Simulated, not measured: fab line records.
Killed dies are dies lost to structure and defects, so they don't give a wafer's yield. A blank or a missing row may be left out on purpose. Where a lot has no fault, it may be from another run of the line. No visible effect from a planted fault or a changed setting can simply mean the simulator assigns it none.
Matching of chambers || flow n5 finfet || rie diel-01 running N5_BEOL_M0_SAQP_SPACER2_ETCHBACK_27: 4 sister chambers
The step etches SiO2 in CHF3/O2, target depth 22.5 nm, time 11.25 s. 4 wafers are shown with their chamber, then 10 later ones without.

== EACH WAFER AND ITS CHAMBER ==
{"wafer": "L080.4", "chamber": 1, "showerhead plenum p Torr (Torr)": 2.46}
{"wafer": "L089.6", "chamber": 3, "showerhead plenum p Torr (Torr)": 2.30}
{"wafer": "L090.2", "chamber": 0, "showerhead plenum p Torr (Torr)": 2.44}
{"wafer": "L090.5", "chamber": 2, "showerhead plenum p Torr (Torr)": 2.40}

== WAFERS MISSING THEIR CHAMBER ==
{"wafer": "L090.6", "showerhead plenum p Torr (Torr)": 2.30}
{"wafer": "L094.1", "showerhead plenum p Torr (Torr)": 2.30}
{"wafer": "L094.2", "showerhead plenum p Torr (Torr)": 2.45}
{"wafer": "L094.3", "showerhead plenum p Torr (Torr)": 2.39}
{"wafer": "L095.2", "showerhead plenum p Torr (Torr)": 2.44}
{"wafer": "L095.3", "showerhead plenum p Torr (Torr)": 2.30}
{"wafer": "L095.5", "showerhead plenum p Torr (Torr)": 2.45}
{"wafer": "L096.2", "showerhead plenum p Torr (Torr)": 2.45}
{"wafer": "L096.4", "showerhead plenum p Torr (Torr)": 2.29}
{"wafer": "L096.5", "showerhead plenum p Torr (Torr)": 2.30}

== EACH ONE'S CHAMBER ==
{"wafer": "L090.6", "from the rows above": 3, "in truth": 3}
{"wafer": "L094.1", "from the rows above": 3, "in truth": 3}
{"wafer": "L094.2", "from the rows above": "can't be placed: 1 or 0", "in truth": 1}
{"wafer": "L094.3", "from the rows above": 2, "in truth": 2}
{"wafer": "L095.2", "from the rows above": 0, "in truth": 0}
{"wafer": "L095.3", "from the rows above": 3, "in truth": 3}
{"wafer": "L095.5", "from the rows above": "can't be placed: 1 or 0", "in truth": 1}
{"wafer": "L096.2", "from the rows above": "can't be placed: 1 or 0", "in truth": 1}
{"wafer": "L096.4", "from the rows above": 3, "in truth": 3}
{"wafer": "L096.5", "from the rows above": 3, "in truth": 3}
Correct placement for 7 of the 10. From these rows, 3 cannot be placed; in 3 the true chamber is one of the candidates. 0 placed wrongly.
How it was worked out, from the rows above alone: a wafer's distance from a chamber is the root of the sum, over the readings, of the square of ((its reading less the chamber's mean) divided by the reading's scatter). If the next closest chamber is less than 2 further off than the closest, the wafer can't be placed; otherwise it belongs to the closest. Each chamber's mean is taken over the wafers shown for it. The scatter (one wafer shown for each chamber): square how far every hidden wafer sits from the nearest shown wafer, average those squares and take the square root.
